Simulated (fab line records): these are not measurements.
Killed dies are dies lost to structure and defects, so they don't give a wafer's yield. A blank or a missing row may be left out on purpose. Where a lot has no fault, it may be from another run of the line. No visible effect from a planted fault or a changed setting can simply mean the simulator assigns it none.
Problem report, 8D (eight disciplines) form, completed by code | flow n5 finfet | the parts of the form that need people (team, actions taken, sign-off) are left out

== 1. THE ISSUE ==
Wafers free of any fault read 268 nm (standard deviation 3.4) for M11_ILD_THK at N5_BEOL_M11_THK_MEAS_01, against a mean of 358 nm on 6 wafers of 3 lots. Relative to the usual mean, that is a shift of +27 standard deviations.
Seen first at day 11 05:36 on film metro-01, wafer L258.2. At this step, 13 wafers from 5 lots have a number in the record. Rule for "out", or "out of limits": more than 4 standard deviations from the usual mean. The rest of the wafers with a number are treated as sound.

== 2. WHAT IT IS; WHAT IT IS NOT ==
question                    | is                                             | is not
which readings at this step | M11_ILD_THK                                    | -
which lots                  | L258, L263, L265                               | L271, L274
which wafers of those lots  | L258.2, L258.4, L263.2, L263.4, L265.2, L265.4 | L265.1
read on which gauges        | film metro-01                                  | film metro-02
when                        | from day 11 05:36                              | up to then (0 sound wafers); but 7 sound wafers of L265, L271, L274 came after

== 3. WHAT RULES OUT EACH SUSPECT ==
Counting: if a tool at a process step up to the reading ran every lot that is out, it stays a suspect. Sound lots after the first of them don't rule it out here, since some wafers of a struck lot are sound.
- the gauge at N5_BEOL_M11_THK_MEAS_01 is ruled out. All the wafers that are out were read on film metro-01, but those of them that N5_BEOL_M11_ILD_DEP_00 has rows for are out there too, on other tools.
- pecvd-04 at N5_BEOL_M11_ILD_DEP_00 (deposits SiCOH lowk from DEMS/porogen, target thk 308.51 nm, time 58 s): kept. It ran every lot that is out, first L258 (day 11 05:01). On those wafers its own readings are out: run length s.
The count leaves pecvd-04 at N5_BEOL_M11_ILD_DEP_00.

== 4. THE CAUSE (what the simulator had put in) ==
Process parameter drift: pecvd-04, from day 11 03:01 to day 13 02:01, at N5_BEOL_M11_ILD_DEP_00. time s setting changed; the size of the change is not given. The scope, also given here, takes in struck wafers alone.
Only this tool survived the counting.

== 5. THE CHAIN OF EFFECTS, in route order ==
Rows list readings where the struck wafers' mean (over those with a number) sits beyond 3 standard deviations from the usual. Scope: only readings with a usual standard deviation given in the record; hours: median across lots of the time from each lot's start at the first step in this table that gives one to its start at this step; sigmas: change in usual standard deviations.
hours | step                    | reading              | usual   | on struck wafers | change | sigmas
0     | N5_BEOL_M11_ILD_DEP_00  | run length s         | 100.9 s | 120.9            | +20.0  | +27
1     | N5_BEOL_M11_THK_MEAS_01 | M11_ILD_THK          | 268 nm  | 358              | +90    | +27
46    | N5_PASSIVATION_PROBE_49 | defect limited yield | 91.3 %  | 0.0              | -91.3  | -65
46    | N5_PASSIVATION_PROBE_49 | killed_at_M4_up      | 13      | 1098             | +1086  | +99 or more
46    | N5_PASSIVATION_PROBE_49 | killed dies          | 103     | 1180             | +1077  | +67
46    | N5_PASSIVATION_PROBE_49 | killed on rim        | 13      | 152              | +139   | +39
46    | N5_PASSIVATION_PROBE_49 | sort_bin_5_function  | 5.1 %   | 96.7             | +91.6  | +96
46    | N5_PASSIVATION_PROBE_49 | sort n pass          | 1077    | 0                | -1077  | -67
46    | N5_PASSIVATION_PROBE_49 | sort yield pct       | 91.3 %  | 0.0              | -91.3  | -65
Here are the process steps it includes:
- N5_BEOL_M11_ILD_DEP_00: deposits SiCOH lowk from DEMS/porogen, target thk 308.51 nm, time 58 s.
- N5_PASSIVATION_PROBE_49

== 6. HOW IT WOULD HAVE BEEN CAUGHT EARLIER ==
In this record the first reading out of limits at a measuring or inspecting step was taken at day 11 05:36, 3 hours after the fault began at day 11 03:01.
At N5_BEOL_M11_ILD_DEP_00, the tool's own readings (run length s) were out on each struck wafer the step has a row for, so an alarm limit on them would have fired on the first such wafer.
Of the lots that are out (3), L263, L265 began N5_BEOL_M11_ILD_DEP_00 on pecvd-04 after day 11 05:36. A hold on the tool at that time would have spared those 2.
